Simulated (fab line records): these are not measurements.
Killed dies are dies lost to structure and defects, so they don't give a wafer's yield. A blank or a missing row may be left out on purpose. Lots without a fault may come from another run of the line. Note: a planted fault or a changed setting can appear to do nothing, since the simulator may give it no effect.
Matching of chambers :: flow n5 finfet :: N5_FIN_SAQP_DESCUM_21 on rie diel-05 has 4 sister chambers
The step chemistry O2, time 7.9 s. 4 wafers are shown with their chamber, then 10 later ones without.

WAFERS WITH THEIR CHAMBER
wafer: L081.5
chamber: 2
drypump motor current A (A): 5.2

wafer: L083.6
chamber: 1
drypump motor current A (A): 5.1

wafer: L090.3
chamber: 0
drypump motor current A (A): 6.4

wafer: L090.4
chamber: 3
drypump motor current A (A): 5.6

WAFERS WITH NO CHAMBER GIVEN
wafer: L090.6
drypump motor current A (A): 6.5

wafer: L092.4
drypump motor current A (A): 5.1

wafer: L092.5
drypump motor current A (A): 5.5

wafer: L092.6
drypump motor current A (A): 6.4

wafer: L093.1
drypump motor current A (A): 5.2

wafer: L093.5
drypump motor current A (A): 5.6

wafer: L093.6
drypump motor current A (A): 6.4

wafer: L096.1
drypump motor current A (A): 5.5

wafer: L096.3
drypump motor current A (A): 5.1

wafer: L096.5
drypump motor current A (A): 5.2

EACH ONE'S CHAMBER
wafer: L090.6
from the rows above: 0
in truth: 0

wafer: L092.4
from the rows above: can't be placed: 1 or 2
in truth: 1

wafer: L092.5
from the rows above: 3
in truth: 3

wafer: L092.6
from the rows above: 0
in truth: 0

wafer: L093.1
from the rows above: can't be placed: 2 or 1
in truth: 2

wafer: L093.5
from the rows above: 3
in truth: 3

wafer: L093.6
from the rows above: 0
in truth: 0

wafer: L096.1
from the rows above: 3
in truth: 3

wafer: L096.3
from the rows above: can't be placed: 1 or 2
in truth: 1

wafer: L096.5
from the rows above: can't be placed: 2 or 1
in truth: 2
Correctly placed: 6 of 10. Can't be placed from these rows: 4 (the true chamber is among the candidates in 4). Placed wrongly: 0.
How it was worked out, from the rows above alone: a wafer's distance from a chamber is the root of the sum, over the readings, of the square of ((its reading less the chamber's mean) divided by the reading's scatter). The wafer belongs to the nearest chamber; if the next one is less than 2 further off, it can't be placed. Each chamber's mean is taken over the wafers shown for it. The scatter: root of mean squared gap, hidden wafer to nearest shown wafer, with one shown wafer a chamber.
